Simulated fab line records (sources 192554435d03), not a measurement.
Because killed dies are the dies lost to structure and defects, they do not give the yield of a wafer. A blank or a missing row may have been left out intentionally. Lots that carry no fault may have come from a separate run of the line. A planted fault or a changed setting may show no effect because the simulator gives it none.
Chamber matching -- flow n5-finfet -- ald-sin-04 running N5_MOL_CONTACT_COAG_ALD_133: 4 sister chambers
The step deposits SiO2, target thk 5 nm, pulse time 1 s, co reactant pulse time 1 s. 7 wafers are shown with their chamber, then 6 later ones without.

## EACH WAFER AND ITS CHAMBER
wafer,chamber,heater-power-w (W),precursor-pulse-height-rel
L381.2,1,72,1.002
L381.6,2,82,0.988
L383.1,2,84,0.999
L383.3,3,62,0.982
L383.4,0,88,1.016
L384.2,3,62,1.002
L384.4,0,89,0.955

## WAFERS WITH NO CHAMBER GIVEN
wafer,heater-power-w (W),precursor-pulse-height-rel
L387.1,83,0.998
L387.4,87,0.990
L387.6,63,1.004
L392.1,87,0.992
L392.4,61,0.989
L392.5,81,1.043

## THE CHAMBER EACH PASSED THROUGH
wafer,from the rows above,in truth
L387.1,2,2
L387.4,0,0
L387.6,3,3
L392.1,0,0
L392.4,3,3
L392.5,2,2
Correct placement for 6 of the 6. Not placeable from these rows: 0. Number placed wrongly: 0.
How it was worked out, from the rows above alone: a wafer's distance from a chamber is the root of the sum, over the readings, of the square of ((its reading less the chamber's mean) divided by the reading's scatter). The wafer belongs to the nearest chamber; if the next one is less than 2 further off, it can't be placed. The mean given for a chamber averages the wafers shown for that chamber. The scatter is the square root of a quotient: the sum, over the shown wafers, of each reading's squared deviation from its chamber's mean, divided by wafers minus chambers.
